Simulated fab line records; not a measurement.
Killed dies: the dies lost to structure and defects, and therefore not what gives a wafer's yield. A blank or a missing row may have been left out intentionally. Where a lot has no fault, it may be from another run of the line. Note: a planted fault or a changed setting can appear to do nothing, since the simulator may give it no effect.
Split-lot experiment	flow n5 finfet	route with 1938 steps; 7 lots, 21 wafers read

## THE SPLIT
At N5_PASSIVATION_AL_DEP_21 (deposits Al, target thk 2800 nm, time 170 s), the setting time s was moved away from the recipe's 170 s on 6 of the 21 wafers read, by -3.9% to +11.5%. For the rest of the wafers, this setting stayed at what the recipe calls for.

Reading taken at the split's own step.

## THE READING
Al_of_PASSIVATION_AL_DEP_21.thk nm (the simulator's own value, which no gauge read), in nm, at N5_PASSIVATION_AL_DEP_21 (deposits Al, target thk 2800 nm, time 170 s). The file gives no usual value for it. Here, 15 wafers ran the recipe; their average is 2787 nm with a standard deviation of 33 nm.

wafer	tool, chamber at the split	time s as run, s	against the recipe	Al_of_PASSIVATION_AL_DEP_21.thk nm, nm	against lot-mates on the recipe
L075.1	pvd sputter-02, -	170	recipe	2768	-
L075.2	pvd sputter-02, -	170	recipe	2744	-
L075.6	pvd sputter-02, -	170	recipe	2749	-
L081.1	pvd sputter-02, -	170	recipe	2796	-
L081.3	pvd sputter-02, -	170	recipe	2791	-
L081.6	pvd sputter-02, -	170	recipe	2819	-
L082.1	pvd sputter-03, -	189.6	+11.5%	3123	+294
L082.3	pvd sputter-03, -	170	recipe	2829	-
L082.5	pvd sputter-03, -	170	recipe	2829	-
L084.2	pvd sputter-02, -	170	recipe	2764	-
L084.5	pvd sputter-02, -	170	recipe	2774	-
L084.6	pvd sputter-02, -	170	recipe	2797	-
L083.2	pvd sputter-01, -	177.2	+4.2%	2934	+110
L083.4	pvd sputter-01, -	170	recipe	2824	-
L083.6	pvd sputter-01, -	177.2	+4.2%	2927	+103
L087.3	pvd sputter-01, -	163.4	-3.9%	2698	-136
L087.4	pvd sputter-01, -	163.4	-3.9%	2715	-119
L087.5	pvd sputter-01, -	170	recipe	2834	-
L089.1	pvd sputter-02, -	187.6	+10.4%	3034	+288
L089.5	pvd sputter-02, -	170	recipe	2758	-
L089.6	pvd sputter-02, -	170	recipe	2735	-

THE FIT
A straight line over all 21 wafers: Al_of_PASSIVATION_AL_DEP_21.thk nm changes by +26.6 nm for each +1% of time s; r = +0.95; the points scatter about the line by 33 nm.
The same after taking each lot's own level away (the mean of its wafers on the recipe; 21 wafers): +27.2 nm for each +1%; r = +0.99; scatter 13 nm.
According to that fit, moving time s by its largest amount changes the reading by 3.1e+02 nm.
The lots' own levels span 2746.5 to 2834.0 nm, that is 2.7 times the standard deviation above.
The two slopes are in agreement: the lot-to-lot level therefore moves the slope only a little.
Check: with one of the wafers moved furthest among these (+11.5%) left out of the fit, the line predicts +323 nm for it against its lot-mates. Against them it came out at +294 nm.

## ADDITIONAL SPLITS CARRIED BY THESE WAFERS
These wafers also went through other splits before the reading. Each is held against what the fit with the lots' levels taken away leaves over:
other split on the same wafers	wafers away from the commonest value	r with Al_of_PASSIVATION_AL_DEP_21.thk nm (lot level and that fit taken away)
N5_BEOL_M9_COAT_05 spin rpm	8	+0.13
N5_BEOL_M10_DEP_56 time s	7	-0.10
N5_BEOL_M12_COAT_04 spin rpm	8	+0.18
N5_BEOL_M12_ETCH_59 h2 flow sccm	9	+0.00
N5_BEOL_M12_SPUTTER_44 power w	6	-0.02
N5_BEOL_M14_COAT_65 spin rpm	5	-0.07
N5_BEOL_M14_COAT_66 spin rpm	6	-0.07
N5_BEOL_M14_DEP_53 time s	8	+0.43
N5_PASSIVATION_PASS_ETCH_74 source w	6	+0.19

## FILE'S OWN FIT
Al_of_PASSIVATION_AL_DEP_21.thk nm changes by +26.8 nm for each +1% of time s, r = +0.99.
